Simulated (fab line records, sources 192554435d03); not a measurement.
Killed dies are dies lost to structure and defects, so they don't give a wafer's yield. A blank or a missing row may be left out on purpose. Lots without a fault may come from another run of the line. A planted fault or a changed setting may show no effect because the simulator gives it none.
One fault seen from 2 desks | flow n5_finfet | each desk has only its own numbers; what lay behind them comes last

THE METROLOGY DESK
What the gauges read, lot by lot, whatever tool the lot ran on: means of the sampled wafers that have a number. A lot is out of limits, marked OUT, if its mean lies more than 4 standard deviations from the usual mean; the brackets give that distance. Of its 10 readings 7 are shown: those that lie furthest out on some lot.
Columns: A = DIBL_N at N5_BEOL_M4_RC_MEAS_101, usual 35.6 mV/V; B = DIBL_P at N5_BEOL_M4_RC_MEAS_101, usual 35.0 mV/V; C = IOFF_P at N5_BEOL_M4_RC_MEAS_101, usual 0.19 nA/um; D = ION_N at N5_BEOL_M4_RC_MEAS_101, usual 671 uA/um; E = SS_N at N5_BEOL_M4_RC_MEAS_101, usual 71.3 mV/dec; F = VT_N at N5_BEOL_M4_RC_MEAS_101, usual 251 mV; G = VT_P at N5_BEOL_M4_RC_MEAS_101, usual -251.5 mV
lot  | first seen here | A    | B    | C    | D   | E    | F   | G
L481 | day 9 08:05     | 35.6 | 36.7 | 0.19 | 684 | 71.1 | 250 | -251.2
L486 | day 9 14:41     | 36.2 | 36.0 | 0.19 | 668 | 72.2 | 254 | -254.2
L484 | day 9 15:12     | 38.0 | 38.8 | 0.21 | 688 | 72.0 | 249 | -253.0
L489 | day 10 01:23    | 35.7 | 35.6 | 0.22 | 674 | 71.6 | 250 | -249.7
L490 | day 11 08:19    | 35.1 | 35.9 | 0.25 | 681 | 71.5 | 247 | -246.1
L491 | day 11 09:05    | 33.5 | 34.8 | 0.22 | 672 | 71.2 | 251 | -247.8
L501 | day 13 17:23    | 37.9 | 37.4 | 0.24 | 677 | 71.4 | 250 | -247.9
L504 | day 14 09:56    | 36.6 | 36.4 | 0.20 | 687 | 71.4 | 247 | -251.6
L503 | day 14 10:01    | 35.9 | 35.6 | 0.19 | 675 | 70.8 | 252 | -252.6
This desk's finding: nothing out of limits on any of the 9 lots.

THE TOOL OWNER'S DESK: litho_track-01
The tool's own readings at N5_BEOL_M2_COAT_62 (time 60 s, resist thk 12 nm): means of the sampled wafers that have a number, for each lot that ran on this tool. A lot is out of limits, marked OUT, if its mean lies more than 4 standard deviations from the usual mean; the brackets give that distance.
Columns: A = chill_plate_temp_C at N5_BEOL_M2_COAT_62, usual 22.98 C; B = plate_temp_C at N5_BEOL_M2_COAT_62, usual 219.97 C; C = spin_speed_rpm at N5_BEOL_M2_COAT_62, usual 1499.9 rpm
lot  | first seen here | A     | B      | C
L486 | day 8 05:22     | 22.86 | 220.06 | 1498.7
L489 | day 8 12:32     | 22.89 | 220.05 | 1911.7 (+99 or more) OUT
L490 | day 9 00:42     | 23.14 | 219.75 | 1911.9 (+99 or more) OUT
L503 | day 12 04:53    | 23.03 | 220.14 | 1498.4
L504 | day 12 11:36    | 22.83 | 219.95 | 1499.8
This desk's finding: out of limits on L489, L490; first on L489, day 8 12:32 (spin_speed_rpm at N5_BEOL_M2_COAT_62). In limits: L486, L503, L504.

PUT TOGETHER
The tool owner's desk could have raised an alarm at day 8 12:32, on L489, L490.
The metrology desk saw nothing out of limits.
The metrology desk has L489, L490 on record, within its limits.
Of the lots named, all ran N5_BEOL_M2_COAT_62 on litho_track-01.

WHAT THE SIMULATOR HAD PUT IN
Process parameter drift: litho_track-01, from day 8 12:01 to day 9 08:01, at N5_BEOL_M2_COAT_62. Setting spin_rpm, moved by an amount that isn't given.
Lots struck among those shown: L489, L490.
Hours from the fault's start to each desk's first reading out of limits: the tool owner's desk, 1.
